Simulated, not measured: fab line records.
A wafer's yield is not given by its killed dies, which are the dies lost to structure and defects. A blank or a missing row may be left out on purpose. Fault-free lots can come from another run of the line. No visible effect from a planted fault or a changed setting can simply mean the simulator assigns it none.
Matching of chambers + flow nandHarc + 4 sister chambers for NHARC_A_CHANNEL_FILL_D2_ALD_14 on aldHk-04
The step deposits SiO2, target thk 2.5 nm, pulse time 10 s, ald cycles 25. 8 wafers are shown with their chamber, then 8 later ones without.

## EACH WAFER AND ITS CHAMBER
| wafer  | chamber | heaterPowerW (W) | precursorPulseHeightRel |
|--------|---------|------------------|-------------------------|
| L080.2 | 1       | 544              | 1.002                   |
| L081.1 | 1       | 547              | 0.998                   |
| L081.3 | 3       | 397              | 1.030                   |
| L081.4 | 2       | 443              | 1.016                   |
| L086.1 | 3       | 409              | 0.990                   |
| L086.4 | 0       | 488              | 1.015                   |
| L086.5 | 0       | 470              | 0.976                   |
| L091.1 | 2       | 456              | 0.990                   |

## WAFERS WHOSE CHAMBER IS MISSING
| wafer  | heaterPowerW (W) | precursorPulseHeightRel |
|--------|------------------|-------------------------|
| L091.3 | 388              | 1.017                   |
| L091.4 | 553              | 0.993                   |
| L092.1 | 405              | 0.998                   |
| L092.2 | 457              | 1.000                   |
| L092.4 | 547              | 1.007                   |
| L097.1 | 460              | 0.997                   |
| L097.4 | 570              | 0.975                   |
| L097.6 | 571              | 1.033                   |

## WHICH CHAMBER EACH ONE RAN IN
| wafer  | from the rows above     | in truth |
|--------|-------------------------|----------|
| L091.3 | 3                       | 3        |
| L091.4 | 1                       | 1        |
| L092.1 | 3                       | 3        |
| L092.2 | can't be placed: 2 or 0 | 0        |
| L092.4 | 1                       | 1        |
| L097.1 | can't be placed: 2 or 0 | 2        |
| L097.4 | 1                       | 1        |
| L097.6 | 1                       | 1        |
Correct placement for 6 of the 8. Not placeable from these rows: 2 (in 2, the candidates include the true chamber). Wrongly placed: 0.
How it was worked out, from the rows above alone: a wafer's distance from a chamber is the root of the sum, over the readings, of the square of ((its reading less the chamber's mean) divided by the reading's scatter). The wafer belongs to the nearest chamber; if the next one is less than 2 further off, it can't be placed. For every chamber, the mean is computed from those of its wafers that are shown. The scatter is the square root of a quotient: the sum, over the shown wafers, of each reading's squared deviation from its chamber's mean, divided by wafers minus chambers.
